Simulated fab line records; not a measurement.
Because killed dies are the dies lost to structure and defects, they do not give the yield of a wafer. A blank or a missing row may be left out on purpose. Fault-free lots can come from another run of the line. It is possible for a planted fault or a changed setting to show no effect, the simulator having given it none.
Which tool was responsible? :: flow n5 finfet :: Sampling: 9 lots, 27 wafers, 5 of 1938 route steps

== WHAT EACH GAUGE READ, for each wafer ==
N5_BEOL_M4_RC_MEAS_101.
lot: L810
measured: day 8 16:16
on: prober-01
RC_DENSE_P (ohm.um): 23.4 24.0 23.5

lot: L811
measured: day 9 00:26
on: prober-01
RC_DENSE_P (ohm.um): 23.2 23.7 24.0

lot: L814
measured: day 9 07:11
on: prober-02
RC_DENSE_P (ohm.um): 23.2 23.6 24.0

lot: L820
measured: day 10 20:37
on: prober-01
RC_DENSE_P (ohm.um): 22.6 22.1 22.7

lot: L823
measured: day 11 19:25
on: prober-01
RC_DENSE_P (ohm.um): 22.2 22.4 21.8

lot: L825
measured: day 12 05:31
on: prober-01
RC_DENSE_P (ohm.um): 23.0 22.6 22.8

lot: L829
measured: day 13 14:13
on: prober-02
RC_DENSE_P (ohm.um): 24.0 23.6 23.6

lot: L831
measured: day 13 20:19
on: prober-01
RC_DENSE_P (ohm.um): 24.0 23.7 24.0

lot: L833
measured: day 13 21:54
on: prober-01
RC_DENSE_P (ohm.um): 23.5 24.0 24.5

== TOOL THAT RAN EACH LOT (tool first, then ch and the chambers of the sampled wafers, then the start) ==
lot: L810
N5_GATE_CUT_VAPOR_ETCH_51: rie metal-01 ch 0,1, day 4 17:43
N5_GATE_CUT_STRIP_21: plasma asher-01 ch 0,1, day 4 17:46
N5_GATE_CUT_ALD_22: ald sin-01 ch 0,2,3, day 4 18:04
N5_MOL_CONTACT_COAG_ETCH_106: rie diel-05 ch 0,1, day 4 21:16

lot: L811
N5_GATE_CUT_VAPOR_ETCH_51: rie metal-03 ch 0,1, day 4 18:19
N5_GATE_CUT_STRIP_21: plasma asher-01 ch 0,1, day 4 18:22
N5_GATE_CUT_ALD_22: ald sin-01 ch 0,1,3, day 4 19:31
N5_MOL_CONTACT_COAG_ETCH_106: rie diel-02 ch 0,1, day 4 22:33

lot: L814
N5_GATE_CUT_VAPOR_ETCH_51: rie metal-02 ch 0,1, day 5 14:16
N5_GATE_CUT_STRIP_21: plasma asher-02 ch 0,1, day 5 14:20
N5_GATE_CUT_ALD_22: ald sin-01 ch 0,1, day 5 14:28
N5_MOL_CONTACT_COAG_ETCH_106: rie diel-05 ch 1,2,3, day 5 17:37

lot: L820
N5_GATE_CUT_VAPOR_ETCH_51: rie metal-03 ch 0,1, day 7 01:04
N5_GATE_CUT_STRIP_21: plasma asher-01 ch 0,1, day 7 01:08
N5_GATE_CUT_ALD_22: ald sin-04 ch 0,1,3, day 7 01:16
N5_MOL_CONTACT_COAG_ETCH_106: rie diel-02 ch 2,3, day 7 05:00

lot: L823
N5_GATE_CUT_VAPOR_ETCH_51: rie metal-01 ch 0,1, day 7 17:40
N5_GATE_CUT_STRIP_21: plasma asher-02 ch 0,1, day 7 17:44
N5_GATE_CUT_ALD_22: ald sin-03 ch 1,2,3, day 7 17:52
N5_MOL_CONTACT_COAG_ETCH_106: rie diel-02 ch 1,2,3, day 7 20:54

lot: L825
N5_GATE_CUT_VAPOR_ETCH_51: rie metal-01 ch 1, day 8 05:20
N5_GATE_CUT_STRIP_21: plasma asher-01 ch 0,1, day 8 05:23
N5_GATE_CUT_ALD_22: ald sin-01 ch 1,2, day 8 05:32
N5_MOL_CONTACT_COAG_ETCH_106: rie diel-02 ch 2,3, day 8 08:53

lot: L829
N5_GATE_CUT_VAPOR_ETCH_51: rie metal-02 ch 1, day 9 04:35
N5_GATE_CUT_STRIP_21: plasma asher-01 ch 0,1, day 9 04:40
N5_GATE_CUT_ALD_22: ald sin-04 ch 0,1,2, day 9 04:49
N5_MOL_CONTACT_COAG_ETCH_106: rie diel-05 ch 2,3, day 9 07:51

lot: L831
N5_GATE_CUT_VAPOR_ETCH_51: rie metal-03 ch 0,1, day 10 01:16
N5_GATE_CUT_STRIP_21: plasma asher-02 ch 0, day 10 01:19
N5_GATE_CUT_ALD_22: ald sin-03 ch 0,2,3, day 10 01:28
N5_MOL_CONTACT_COAG_ETCH_106: rie diel-05 ch 0,2,3, day 10 04:44

lot: L833
N5_GATE_CUT_VAPOR_ETCH_51: rie metal-02 ch 0,1, day 10 04:52
N5_GATE_CUT_STRIP_21: plasma asher-01 ch 0,1, day 10 04:56
N5_GATE_CUT_ALD_22: ald sin-01 ch 0,2,3, day 10 05:04
N5_MOL_CONTACT_COAG_ETCH_106: rie diel-01 ch 0,1,2, day 10 08:13
- N5_GATE_CUT_VAPOR_ETCH_51: etches HfO2 in BCl3/Cl2.
- N5_GATE_CUT_STRIP_21: strips in N2/H2, time 30 s.
- N5_GATE_CUT_ALD_22: deposits SiNx, target thk 16 nm, pulse time 1 s, ald cycles 320.
- N5_MOL_CONTACT_COAG_ETCH_106: etches SOC in N2/H2, target depth 80 nm, overetch 16 nm, time 120 s.

== THE ANSWER, worked out from the rows above alone ==
Rule: what is usual is taken from the lots themselves. The widest of any qualifying gaps counts: lots, ordered by their means at a reading, are off when they make up no more than a third of the lots, leave a main group of 4 or more, and stand apart from it by 3 or more times the standard deviation of that group's means. A main group is skipped when, at the precision printed for the reading in the tables above, its means are all equal. A lot without any number at a reading at which 4 lots or more have one is off too. Any other lot the step has rows for is counted as sound.
Off: L820, L823, L825, seen at N5_BEOL_M4_RC_MEAS_101 (RC_DENSE_P). The main group: mean 23.8 ohm.um, standard deviation 0.15.
If a tool, at a process step before that reading, ran all the lots that are off and no sound lot after the first of them, it fits. Gauges at N5_BEOL_M4_RC_MEAS_101: tried the same way as those tools. One fits: rie diel-02 at N5_MOL_CONTACT_COAG_ETCH_106. Its last sound lot is L811 (day 4 22:33), its first lot that is off L820 (day 7 05:00): a fault that began between those two fits.

== WHAT WAS PUT IN BY THE SIMULATOR ==
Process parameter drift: rie diel-02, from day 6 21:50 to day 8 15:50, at N5_MOL_CONTACT_COAG_ETCH_106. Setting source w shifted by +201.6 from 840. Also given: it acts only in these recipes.
Lots struck among those shown: L820, L823, L825. The same result came from the rule above.
